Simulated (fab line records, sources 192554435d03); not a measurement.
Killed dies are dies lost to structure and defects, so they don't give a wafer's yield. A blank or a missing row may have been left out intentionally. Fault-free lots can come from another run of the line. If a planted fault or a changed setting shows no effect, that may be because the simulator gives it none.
Lot-split experiment | flow n5-finfet | 21 wafers read from 7 lots, route of 1938 steps

== THE SPLIT ITSELF ==
At N5_BEOL_M1_ETCH_64 (etches SOC in N2/H2, target depth 75 nm, overetch 15 nm, time 112.5 s), the setting source-w was moved away from the recipe's 840 W on 8 of the 21 wafers read, by -16.9% to +8.2%. For the rest of the wafers, this setting stayed at what the recipe calls for.

The reading comes from the split's own step.

== THE READING ==
rf-vpp-V, in V, at N5_BEOL_M1_ETCH_64 (etches SOC in N2/H2, target depth 75 nm, overetch 15 nm, time 112.5 s). On this fab line, fault-free wafers typically give 523.0 V with a standard deviation of 2.4 V.

wafer  | tool, chamber at the split | source-w as run, W | against the recipe | rf-vpp-V, V | against lot-mates on the recipe
L076.2 | rie-diel-04, 0             | 840                | recipe             | 520.3       | -
L076.3 | rie-diel-04, 2             | 908.6              | +8.2%              | 508.8       | -11.5
L076.6 | rie-diel-04, 1             | 908.6              | +8.2%              | 514.6       | -5.7
L084.1 | rie-diel-04, 3             | 840                | recipe             | 523.8       | -
L084.5 | rie-diel-04, 0             | 840                | recipe             | 522.3       | -
L084.6 | rie-diel-04, 1             | 882.3              | +5.0%              | 517.0       | -6.0
L088.1 | rie-diel-06, 0             | 724.7              | -13.7%             | 550.2       | +27.2
L088.4 | rie-diel-06, 1             | 840                | recipe             | 521.0       | -
L088.5 | rie-diel-06, 0             | 840                | recipe             | 525.0       | -
L089.2 | rie-diel-04, 0             | 840                | recipe             | 520.0       | -
L089.5 | rie-diel-04, 1             | 840                | recipe             | 525.0       | -
L089.6 | rie-diel-04, 2             | 840                | recipe             | 521.6       | -
L090.3 | rie-diel-03, 0             | 840                | recipe             | 518.9       | -
L090.5 | rie-diel-03, 1             | 698                | -16.9%             | 555.4       | +36.5
L090.6 | rie-diel-03, 2             | 698                | -16.9%             | 560.1       | +41.2
L093.2 | rie-diel-06, 0             | 840                | recipe             | 523.0       | -
L093.4 | rie-diel-06, 2             | 840                | recipe             | 523.2       | -
L093.5 | rie-diel-06, 1             | 840                | recipe             | 522.1       | -
L094.2 | rie-diel-03, 0             | 711.7              | -15.3%             | 546.1       | +28.7
L094.4 | rie-diel-03, 3             | 711.7              | -15.3%             | 550.0       | +32.6
L094.6 | rie-diel-03, 0             | 840                | recipe             | 517.4       | -

FIT RESULTS
A straight line over all 21 wafers: rf-vpp-V changes by -1.83 V for each +1% of source-w; r = -0.98; the points scatter about the line by 3.3 V.
The same after taking each lot's own level away (the mean of its wafers on the recipe; 21 wafers): -1.95 V for each +1%; r = -0.98; scatter 3.3 V.
According to that fit, moving source-w by its largest amount changes the reading by 33 V.
Measured against the standard deviation above, the lots' own levels, which go from 517.40 to 523.05 V, span 2.4 times it.
The two slopes agree, so the slope changes little with the lot-to-lot level.
Check: for one of the wafers moved furthest among these (-16.9%), held out of the fit, the line's prediction against its lot-mates is +34 V. Against them it came out at +36.5 V.
Tool readings at the split's step, against how far the setting was moved: rf-vpp-V r = -0.98.

== ADDITIONAL SPLITS CARRIED BY THESE WAFERS ==
Before the reading, these wafers also passed through other splits. Each is held against what the fit with the lots' levels taken away leaves over:
other split on the same wafers   | wafers away from the commonest value | r with rf-vpp-V (lot level and that fit taken away)
N5_BEOL_M0_SAQP_DESCUM_45 time-s | 9                                    | -0.45
N5_BEOL_M1_EXPOSE_08 dose-mj     | 12                                   | +0.00

== FILE'S OWN FIT ==
rf-vpp-V changes by -2 V for each +1% of source-w, r = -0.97.
